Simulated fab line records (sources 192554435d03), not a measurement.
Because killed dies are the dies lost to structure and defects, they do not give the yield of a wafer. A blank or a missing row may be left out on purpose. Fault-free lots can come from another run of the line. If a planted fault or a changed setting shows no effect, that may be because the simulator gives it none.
Chamber matching | flow n5 finfet | N5_BEOL_M0_CUTY_ETCH_62 on rie diel-06 has 4 sister chambers
The step etches SiARC in CF4, time 58.5 s. 22 wafers are shown with their chamber, then 11 later ones without.

WAFERS WITH THEIR CHAMBER
wafer  | chamber | drypump motor current A (A) | throttle valve pct (%) | oes product au (a.u.)
L075.1 | 3       | 6.2                         | 15.68                  | 0.66
L075.4 | 1       | 6.0                         | 15.74                  | 0.65
L075.5 | 3       | 6.2                         | 15.67                  | 0.66
L079.2 | 3       | 6.1                         | 15.70                  | 0.66
L079.4 | 3       | 6.1                         | 15.71                  | 0.65
L079.5 | 0       | 5.8                         | 15.44                  | 0.84
L081.1 | 1       | 6.0                         | 15.79                  | 0.64
L081.3 | 0       | 5.8                         | 15.45                  | 0.82
L081.5 | 2       | 5.9                         | 15.13                  | 0.84
L084.2 | 0       | 5.8                         | 15.47                  | 0.81
L084.3 | 2       | 5.9                         | 15.14                  | 0.82
L084.6 | 2       | 5.9                         | 15.14                  | 0.82
L085.1 | 3       | 6.2                         | 15.70                  | 0.64
L085.5 | 0       | 5.8                         | 15.49                  | 0.79
L085.6 | 1       | 6.0                         | 15.81                  | 0.63
L086.1 | 2       | 5.9                         | 15.16                  | 0.81
L086.2 | 1       | 6.0                         | 15.81                  | 0.63
L086.3 | 3       | 6.2                         | 15.73                  | 0.65
L088.2 | 2       | 5.9                         | 15.17                  | 0.80
L088.3 | 1       | 6.0                         | 15.81                  | 0.62
L088.5 | 2       | 5.9                         | 15.17                  | 0.81
L091.2 | 3       | 6.2                         | 15.74                  | 0.64

SIGNATURES, as means of the wafers listed above
reading                 | chamber 0 | chamber 1 | chamber 2 | chamber 3 | scatter within a chamber
drypump motor current A | 5.800     | 6.000     | 5.900     | 6.171     | 0.0282
throttle valve pct      | 15.4625   | 15.7920   | 15.1517   | 15.7043   | 0.024
oes product au          | 0.8150    | 0.6340    | 0.8167    | 0.6514    | 0.0134
Rule: for a wafer and a chamber, the distance is found by dividing, reading by reading, the gap between the wafer's reading and the chamber's mean by the reading's scatter, squaring, summing and taking the root. The wafer belongs to the nearest chamber; if the next one is less than 2 further off, it can't be placed. The scatter: the root of (the sum of the squares of (reading less its chamber's mean) over the shown wafers, divided by (wafers less chambers)).

WAFERS WITH NO CHAMBER GIVEN
wafer  | drypump motor current A (A) | throttle valve pct (%) | oes product au (a.u.)
L091.4 | 5.9                         | 15.18                  | 0.79
L091.5 | 6.0                         | 15.82                  | 0.62
L092.2 | 6.1                         | 15.74                  | 0.65
L092.3 | 5.9                         | 15.17                  | 0.79
L092.5 | 6.0                         | 15.83                  | 0.63
L093.1 | 6.2                         | 15.75                  | 0.63
L093.3 | 5.8                         | 15.51                  | 0.76
L093.6 | 6.0                         | 15.83                  | 0.62
L097.1 | 6.2                         | 15.75                  | 0.62
L097.2 | 5.9                         | 15.20                  | 0.76
L097.3 | 5.8                         | 15.52                  | 0.74

THE CHAMBER EACH PASSED THROUGH
wafer  | from the rows above     | in truth
L091.4 | 2                       | 2
L091.5 | 1                       | 1
L092.2 | can't be placed: 3 or 1 | 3
L092.3 | 2                       | 2
L092.5 | 1                       | 1
L093.1 | 3                       | 3
L093.3 | 0                       | 0
L093.6 | 1                       | 1
L097.1 | 3                       | 3
L097.2 | 2                       | 2
L097.3 | 0                       | 0
10 of 11 placed correctly. From these rows, 1 cannot be placed; in 1 the true chamber is one of the candidates. Wrongly placed: 0.
